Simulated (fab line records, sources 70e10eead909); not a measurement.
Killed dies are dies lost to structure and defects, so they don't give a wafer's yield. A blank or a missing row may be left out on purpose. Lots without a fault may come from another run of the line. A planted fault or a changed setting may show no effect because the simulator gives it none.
fab line records | flow nand_harc
record lots=12 wafers=34 last_day=23
route steps=1159 shown A_SLIT@794 A_WL_FILL@813 END@1159
lots that met no fault: from a run of the same line without faults
start_h: hours from the record's first day to the start of the lot's first wafer shown | wait_h: hours since the lot's step before | " the same as in the row above | L1.1+2: a row that stands for several wafers | - no value, or no start given | * or withheld: withheld | < > ~ a bound
route shown NAME@n: a module of which the file shows steps, and the number in the route of the first | usual: mean/standard deviation of fault-free wafers | same: alike in all rows | chamber/n: place in a boat | sites: the reading at each site | _std_site: their standard deviation | _edge_site: outer sites' mean less inner sites' | radius_mm: how far each site lies from the wafer's centre | mask NAME#n: copy n | behind: the tool/chamber that last shaped the wafer | hold: why the lot was held/for how many hours/how that ended | device: the transistor (n, p or np) that didn't switch | end of line: the same wafers' tests at the end of the route | a step without rows: its recipe alone | killed: dies lost to structure and defects at the first sort, not the wafer's yield | map: a wafer's dies, x killed, . not, _ none there
set.NAME: the setting as run; set.NAME@STEP: as run at that earlier step | model.NAME: the simulator's own value behind a step, which no gauge read
steps of the route over a sample of lots; a table a step, a row a wafer
services: from which hour (start_h, from the record's first day; less than 0 if before it) a tool's chamber was out of use, for how many hours, and why
## steps
# step NHARC_A_SLIT_ETCH_24
# recipe target_depth_a=1210 time_s=60.5 cf4_flow_sccm=100 chf3_flow_sccm=30 ar_flow_sccm=0 rf_w=500 bias_w=200 chemistry=CF4/CHF3
# usual drypump_motor_current_A=5.4/0.33 oes_product_au=0.958/0.023 rf_vpp_V=371.2/2.2 showerhead_plenum_p_Torr=1.60/0.064 throttle_valve_pct=16.801/0.009
# columns lot.wafer tool chamber start_h wait_h drypump_motor_current_A oes_product_au rf_hours_counter_h rf_vpp_V showerhead_plenum_p_Torr throttle_valve_pct
L751.4 rie_diel-10 1 321.63 0.1 5.4 0.954 12 368.5 1.55 16.782
L751.1 " 3 " " 5.3 0.981 9 370.2 1.53 16.783
L751.5 " 2 " " 4.9 0.982 - 375.0 1.69 16.800
L753.2 rie_diel-12 3 327.55 0.1 5.6 0.967 7 367.3 1.53 16.794
L753.1 " 1 " " 6.2 0.983 7 372.0 1.58 16.805
L753.6 " 3 " " 5.6 0.957 - 368.3 1.53 16.797
L754.1 rie_diel-10 3 327.90 0.1 5.3 0.936 10 369.0 1.53 16.792
L754.4 " 0 " " 5.5 0.929 13 369.8 1.57 16.781
L755.3 rie_diel-10 2 342.27 0.1 4.9 0.958 14 374.1 1.69 16.795
L755.5 " 3 " " 5.3 0.988 - 367.6 1.53 16.797
L763.1 rie_diel-12 3 390.50 0.1 5.6 0.957 0 369.0 1.53 16.805
L763.3 " 0 " " 5.1 0.986 0 374.7 1.67 16.797
L763.6 " 3 " " 5.6 0.953 - 369.3 1.53 16.815
L765.2 rie_diel-10 1 399.58 0.1 5.4 0.945 3 370.9 1.55 16.773
L765.1 " 0 " " 5.5 0.948 4 370.6 1.57 16.801
L765.4 " 2 " " 5.0 0.962 - 376.1 1.69 16.797
L768.2 rie_diel-10 2 414.10 0.1 4.9 0.978 5 374.0 1.69 16.787
L768.4 " 0 " " 5.6 0.941 5 368.8 1.57 16.808
L768.5 " 1 " " 5.4 0.939 - 369.7 1.55 16.805
L769.3 rie_diel-10 0 422.92 0.1 5.6 0.935 6 371.1 1.57 16.811
L769.6 " 0 " " 5.5 0.942 - 370.4 1.56 16.795
L769.5 " 1 " " 5.4 0.922 - 369.6 1.55 16.795
L770.3 rie_diel-05 1 436.10 0.1 5.3 0.985 7 371.1 1.57 16.808
L770.2 " 2 " " 5.4 0.940 5 371.1 1.63 16.813
L770.4 " 3 " " 6.2 0.960 6 373.9 1.66 16.798
L771.3 rie_diel-10 0 436.26 0.1 5.5 0.912 8 369.9 1.56 16.799
L771.1 " 3 " " 5.3 0.939 7 367.4 1.52 16.785
L771.5 " 1 " " 5.4 0.905 - 368.3 1.55 16.802
L774.2 rie_diel-10 2 448.38 0.1 5.0 0.974 8 374.7 1.69 16.803
L774.4 " 0 " " 5.6 0.962 9 369.8 1.56 16.799
L774.5 " 1 " " 5.4 0.952 - 370.4 1.54 16.811
L773.4 rie_diel-05 3 449.34 0.1 6.2 0.958 7 373.1 1.66 16.797
L773.3 " 0 " " 5.6 0.933 7 375.2 1.69 16.809
L773.6 " 2 " " 5.5 0.974 - 371.5 1.63 16.808
# step NHARC_A_SLIT_ETCH_15
# recipe target_depth_a=32000 over_etch_frac=0.3 time_s=832 ion_energy_ev=150 o2_flow_sccm=400 cos_flow_sccm=20 ar_flow_sccm=0 rf_w=500 bias_w=300 chemistry=O2/COS
# usual drypump_motor_current_A=5.4/0.34 oes_product_au=0.999/0.015 rf_vpp_V=314.8/2 showerhead_plenum_p_Torr=3.16/0.12 throttle_valve_pct=28.330/0.0087
# columns lot.wafer tool chamber start_h wait_h drypump_motor_current_A oes_product_au rf_hours_counter_h rf_vpp_V showerhead_plenum_p_Torr throttle_valve_pct
L751.1 rie_diel-10 1 - - 5.4 0.998 12 313.2 3.07 28.332
L751.4 " 2 " " 5.0 1.004 11 317.0 3.35 28.342
L751.5 " 2 " " 5.0 1.003 - 318.1 3.35 28.334
L753.2 rie_diel-12 0 - - 5.1 1.022 8 317.0 3.31 28.339
L753.1 " 1 " " 6.2 1.017 7 312.3 3.13 28.329
L753.6 " 0 " " 5.1 1.017 - 314.9 3.31 28.333
L754.4 rie_diel-10 1 - - 5.4 1.000 13 315.3 3.07 28.323
L754.1 " 3 " " 5.3 1.003 10 311.4 3.03 28.316
L755.3 rie_diel-10 0 - - 5.6 0.990 15 313.3 3.11 28.318
L755.5 " 0 " " 5.6 0.999 - 314.3 3.11 28.332
L763.1 rie_diel-12 1 - - 6.2 1.008 0 314.7 3.13 28.332
L763.3 " 3 " " 5.6 0.969 0 314.0 3.04 28.324
L763.6 " 1 " " 6.2 1.014 - 314.8 3.13 28.319
L765.2 rie_diel-10 0 - - 5.6 0.977 4 314.1 3.11 28.336
L765.1 " 1 " " 5.4 0.983 3 313.7 3.07 28.327
L765.4 " 0 " " 5.6 0.981 - 312.6 3.11 28.331
L768.4 rie_diel-10 2 - - 4.9 1.000 5 318.1 3.35 28.335
L768.2 " 3 " " 5.3 1.015 5 311.9 3.03 28.334
L768.5 " 2 " " 4.9 1.003 - 318.3 3.35 28.334
L769.3 rie_diel-10 1 - - 5.4 0.991 6 313.4 3.07 28.316
L769.6 " 3 " " 5.3 1.020 - 311.9 3.03 28.351
L769.5 " 0 " " 5.6 0.995 - 314.5 3.11 28.341
L770.3 rie_diel-05 3 - - 6.2 0.989 6 317.0 3.29 28.340
L770.2 " 1 " " 5.3 1.003 7 313.8 3.11 28.336
L770.4 " 2 " " 5.5 0.983 6 315.6 3.24 28.333
L771.3 rie_diel-10 2 - - 4.9 0.996 7 317.1 3.34 28.332
L771.1 " 3 " " 5.3 1.023 7 313.8 3.03 28.330
L771.5 " 3 " " 5.3 1.021 - 312.8 3.03 28.327
L774.2 rie_diel-10 0 - - 5.6 0.988 9 314.2 3.10 28.330
L774.4 " 2 " " 4.9 1.008 8 318.3 3.34 28.331
L774.5 " 1 " " 5.4 0.980 - 312.6 3.07 28.329
L773.3 rie_diel-05 2 - - 5.5 0.980 6 315.7 3.24 28.330
L773.4 " 1 " " 5.4 1.006 8 313.9 3.11 28.320
L773.6 " 3 " " 6.2 0.995 - 317.2 3.29 28.333
# step NHARC_A_WL_FILL_CVD_03
# recipe target_thk_a=400 temp_c=300 pressure_torr=40 wf6_flow_sccm=40 h2_flow_sccm=1600 ar_flow_sccm=1560 time_s=3302 material=W
# usual chamber_pressure_Torr=40.00/0.086 heater_power_w=501/30 throttle_valve_pct=7.9/0.5
# columns lot.wafer tool chamber start_h wait_h chamber_pressure_Torr heater_power_w throttle_valve_pct
L751.1 cvd_w-02 1 337.70 3.7 40.03 521 7.5
L751.4 " 0 " " 40.04 556 7.8
L751.5 " 1 339.56 5.5 40.03 534 7.0
L753.2 cvd_w-01 0 343.06 1.3 39.90 479 8.1
L753.1 " 1 " " 39.97 447 8.6
L753.6 " 0 344.92 3.1 39.98 481 8.2
L754.1 cvd_w-02 0 344.81 2.9 39.94 569 8.0
L754.4 " 0 " " 39.97 549 8.1
L755.3 cvd_w-02 1 358.94 2.0 40.00 520 7.3
L755.5 " 1 " " 40.00 512 7.2
L763.1 cvd_w-02 0 409.86 4.7 39.92 499 8.1
L763.3 " 1 " " 40.08 514 7.3
L763.6 " 1 " " 39.99 525 7.5
L765.2 cvd_w-01 1 411.68 0.1 40.01 463 8.6
L765.1 " 0 " " 40.06 484 8.1
L765.4 " 0 " " 40.06 495 8.1
L768.2 cvd_w-02 0 425.54 0.5 40.07 511 7.9
L768.4 " 1 " " 39.98 527 7.1
L768.5 " 0 427.44 2.4 40.06 490 7.8
L769.3 cvd_w-02 0 438.62 3.7 39.85 513 7.8
L769.6 " 0 " " 40.01 496 7.9
L769.5 " 1 " " 39.96 508 7.3
L770.2 cvd_w-02 1 450.32 0.9 39.84 527 7.3
L770.3 " 1 " " 40.07 526 7.4
L770.4 " 0 " " 40.04 492 7.7
L771.1 cvd_w-01 0 450.68 1.3 40.16 488 8.3
L771.3 " 0 " " 40.03 477 8.4
L771.5 " 0 " " 40.10 494 8.5
L773.4 cvd_w-02 0 461.35 1.0 39.86 499 7.9
L773.3 " 1 " " 39.99 523 7.4
L773.6 " 0 " " 39.99 510 7.8
L774.2 cvd_w-02 0 463.20 2.5 40.15 502 7.9
L774.4 " 1 464.60 3.9 39.95 524 7.2
L774.5 " 1 " " 39.94 533 7.4
# step NHARC_A_WL_FILL_ETCHBACK_16
# recipe target_depth_a=880 time_s=17.6 c4f8_flow_sccm=withheld o2_flow_sccm=8 ar_flow_sccm=withheld rf_w=600 bias_w=800 chemistry=C4F8/O2/Ar
# usual oes_product_au=0.980/0.03 rf_vpp_V=724/3.8 run_length_s=38.9/0.38
# columns lot.wafer tool chamber start_h wait_h oes_product_au rf_hours_counter_h rf_vpp_V run_length_s
L751.1 rie_diel-06 1 350.83 - 0.914 3.5 716 39.3
L751.4 " 2 " " 0.911 3.5 724 39.4
L751.5 " 3 " " 0.932 - 723 39.1
L754.4 rie_diel-06 0 356.58 - 0.991 3.6 728 26.2
L754.1 " 3 " " 1.009 3.5 723 38.7
L753.1 rie_diel-09 2 356.59 - 0.995 5.9 724 38.8
L753.2 " 0 " " 1.017 5.0 727 38.6
L753.6 " 1 " " 0.984 - 724 39.1
L755.3 rie_diel-06 0 376.59 - 0.996 4.5 727 26.0
L755.5 " 0 " " 0.981 - 728 39.4
L763.3 rie_diel-09 0 423.15 - 1.018 8.9 726 38.9
L763.1 " 3 " " 0.996 9.1 730 38.6
L763.6 " 1 " " 0.987 - 723 38.6
L765.2 rie_diel-09 0 428.52 - 0.937 9.0 727 39.0
L765.1 " 1 " " 0.901 8.2 722 39.0
L765.4 " 2 " " 0.917 9.7 725 38.6
L768.4 rie_diel-02 1 439.23 - 0.980 2.5 723 38.9
L768.2 " 3 " " 0.980 1.5 729 39.4
L768.5 " 0 " " 0.965 - 717 38.7
L769.3 rie_diel-09 1 451.32 - 0.983 0.6 722 38.7
L769.6 " 0 " " 0.985 - 727 39.1
L769.5 " 1 " " 0.994 - 723 39.2
L771.1 rie_diel-06 0 464.64 - 0.983 1.7 728 39.5
L771.3 " 3 " " 0.989 1.8 723 38.6
L771.5 " 1 " " 1.013 - 715 39.3
L770.4 rie_diel-02 0 465.47 - 0.915 3.4 718 38.3
L770.2 " 1 " " 0.927 3.3 725 39.0
L770.3 " 3 " " 1.003 2.2 728 39.2
L773.3 rie_diel-06 2 473.96 - 0.984 1.7 723 39.3
L773.4 " 1 " " 1.006 1.6 717 39.3
L773.6 " 3 " " 0.993 - 722 38.8
L774.2 rie_diel-09 1 474.60 - 0.973 2.9 724 39.3
L774.4 " 3 " " 0.987 2.6 727 38.2
L774.5 " 2 " " 0.985 - 725 38.5
# step NHARC_END_SORT_01
# recipe temp_c=25
# usual killed_at_array=27/9.9 killed_at_other=0.5/0.76 killed_at_periphery=3.4/2.2 killed_dies=31/10 killed_open=3.3/2 killed_short=2.0/1.5
# same gross_dies=677
# columns lot.wafer tool chamber start_h wait_h killed_at_array killed_at_other killed_at_periphery killed_dies killed_open killed_short
L754.1 prober-02 0 461.71 2.5 24 0 4 28 0 4
L754.4 prober-02 0 464.07 3.4 675 1 1 677 2 4
L755.3 prober-01 0 468.81 3.1 674 0 3 677 7 5
L755.5 prober-01 0 470.41 3.7 20 0 2 22 4 2
L769.3 prober-02 0 543.03 3.1 17 2 2 21 5 1
L769.5 prober-02 0 544.61 3.7 10 1 2 13 5 1
L769.6 prober-02 0 545.40 3.9 14 0 1 15 1 2
L771.1 prober-01 0 550.27 2.5 15 1 6 22 5 1
L771.3 prober-01 0 551.88 3.1 16 0 2 18 3 1
L771.5 prober-01 0 553.49 3.7 14 2 6 22 7 1
# killed by level:class
L754.1 A_CHANNEL_HOLE_D1:chamber_film_flake=15 P_STI:chamber_film_flake=2 A_WL_FILL:chamber_film_flake=2 P_CONTACT:geometric_particle:short=1 A_CHANNEL_FILL_D1:geometric_particle:short=1 A_SGD_CUT:geometric_particle:short=1 A_WL_FILL:geometric_particle:short=1 P_ZERO_WELL:chamber_film_flake=1
L754.4 A_WL_FILL:area_etchback=647 A_CHANNEL_HOLE_D1:chamber_film_flake=12 A_STAIRCASE:chamber_film_flake=5 A_BLC:chamber_film_flake=3 A_WL_FILL:chamber_film_flake=2 A_SOURCE_PLATE:geometric_particle:short=1 A_CHANNEL_FILL_D1:geometric_particle:short=1 A_WL_FILL:geometric_particle:open=1
L755.3 A_WL_FILL:area_etchback=643 A_SLIT:chamber_film_flake=9 A_CHANNEL_HOLE_D1:chamber_film_flake=7 A_ONON_D1:geometric_particle:open=3 A_CONTACT:geometric_particle:open=2 A_CONTACT:geometric_particle:short=2 P_GATE:geometric_particle:open=1 P_M0:geometric_particle:open=1
L755.5 A_SLIT:chamber_film_flake=8 A_STAIRCASE:chamber_film_flake=3 A_WL_FILL:geometric_particle:open=2 P_M0:geometric_particle:open=1 A_ONON_D1:geometric_particle:short=1 A_CHANNEL_FILL_D1:geometric_particle:open=1 A_WL_FILL:geometric_particle:short=1 P_STI:chamber_film_flake=1
L769.3 A_CHANNEL_HOLE_D1:chamber_film_flake=8 A_CONTACT:chamber_film_flake=3 P_M0:geometric_particle:open=2 A_STAIRCASE:chamber_film_flake=2 A_SGD_CUT:geometric_particle:short=1 A_WL_FILL:geometric_particle:open=1 A_CONTACT:geometric_particle:open=1 STARTING-WAFER:geometric_particle:open=1
L769.5 A_CHANNEL_FILL_D1:geometric_particle:open=2 A_ZERO_WELL:chamber_film_flake=2 A_CHANNEL_HOLE_D1:chamber_film_flake=2 P_GATE:geometric_particle:open=1 P_M0:geometric_particle:open=1 A_CONTACT:geometric_particle:open=1 STARTING-WAFER:geometric_particle:short=1 A_STAIRCASE:chamber_film_flake=1
L769.6 A_CHANNEL_HOLE_D1:chamber_film_flake=9 A_CONTACT:chamber_film_flake=2 P_GATE:geometric_particle:short=1 A_BLC:geometric_particle:short=1 A_M1:geometric_particle:open=1 A_SGD_CUT:chamber_film_flake=1
L771.1 A_CHANNEL_HOLE_D1:chamber_film_flake=6 P_M0:geometric_particle:open=2 A_STAIRCASE:chamber_film_flake=2 A_CONTACT:chamber_film_flake=2 A_M1:chamber_film_flake=2 P_GATE:geometric_particle:short=1 P_GATE:geometric_particle:open=1 A_ONON_D1:geometric_particle:open=1
L771.3 A_CHANNEL_HOLE_D1:chamber_film_flake=7 A_M1:chamber_film_flake=3 P_CONTACT:geometric_particle:short=1 A_SOURCE_PLATE:geometric_particle:open=1 A_ONON_D1:geometric_particle:open=1 A_M1:geometric_particle:open=1 P_BONDPAD:chamber_film_flake=1 A_STAIRCASE:chamber_film_flake=1
L771.5 A_CHANNEL_HOLE_D1:chamber_film_flake=6 A_CONTACT:chamber_film_flake=4 P_CONTACT:geometric_particle:open=3 THIN_TSV:chamber_film_flake=2 P_STI:geometric_particle:open=1 P_CONTACT:geometric_particle:short=1 P_M0:geometric_particle:open=1 A_CHANNEL_HOLE_D1:geometric_particle:open=1
## services
# columns tool chamber start_h hours kind
cvd_w-01 - 298.96 13.0 pm
rie_diel-10 0 308.07 - clean
rie_diel-10 1 308.07 - clean
rie_diel-10 2 308.07 - clean
cvd_w-02 0 312.69 5.2 repair
rie_diel-02 - 327.70 9.0 pm
rie_diel-02 3 338.68 22.9 repair
rie_diel-05 - 340.62 9.0 pm
rie_diel-12 3 348.14 4.3 repair
rie_diel-10 - 353.60 9.0 pm
rie_diel-12 0 355.24 14.2 repair
rie_diel-05 - 355.45 0.4 repair
rie_diel-06 3 368.17 9.8 repair
rie_diel-02 - 372.89 4.7 repair
cvd_w-02 - 375.32 0.5 repair
cvd_w-02 - 378.78 13.0 pm
rie_diel-12 - 379.40 9.0 pm
rie_diel-02 3 379.57 9.0 repair
rie_diel-09 1 390.44 19.3 repair
rie_diel-10 3 394.59 5.5 repair
rie_diel-05 2 408.44 7.4 repair
rie_diel-06 - 418.20 9.0 pm
rie_diel-09 - 431.17 9.0 pm
rie_diel-09 3 449.04 6.7 repair
## key
first_sign step=NHARC_A_WL_FILL_ETCHBACK_16 reading=run_length_s direction=down sigmas=34 usual=* struck=*
effect step=NHARC_END_SORT_01 reading=killed_at_array direction=up sigmas=66 usual=27 struck=674
more_kills_born_at NHARC_A_WL_FILL_ETCHBACK_16@rie_diel-06=1290
met_at NHARC_A_WL_FILL_ETCHBACK_16
struck_lots L754,L755
struck_wafers L754.4,L755.3
later_rows_left_out L754.4,L755.3
tester_left_out L754,L755
not_acting_at NHARC_A_SLIT_ETCH_24,NHARC_A_SLIT_ETCH_15,NHARC_A_WL_FILL_CVD_03
onset_between 350.83 356.58
fault kind=process_parameter_drift tool=rie_diel-06 chamber=- onset_h=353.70 steps=NHARC_A_WL_FILL_ETCHBACK_16 channel=time_s offset=* shape=step end_h=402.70 scope=struck_wafers_only acts_in=* stated=*
# tester_left_out: of these lots the tester's yield and bins aren't shown, on N5 and GAA mostly nor the transistor test; their killed dies are dies lost to structure and defects alone, not to doping, threshold or leakage, so they don't give the yield
# later_rows_left_out: the simulator's readings of these wafers behind a module that went badly wrong aren't trusted and aren't shown, but for the sort
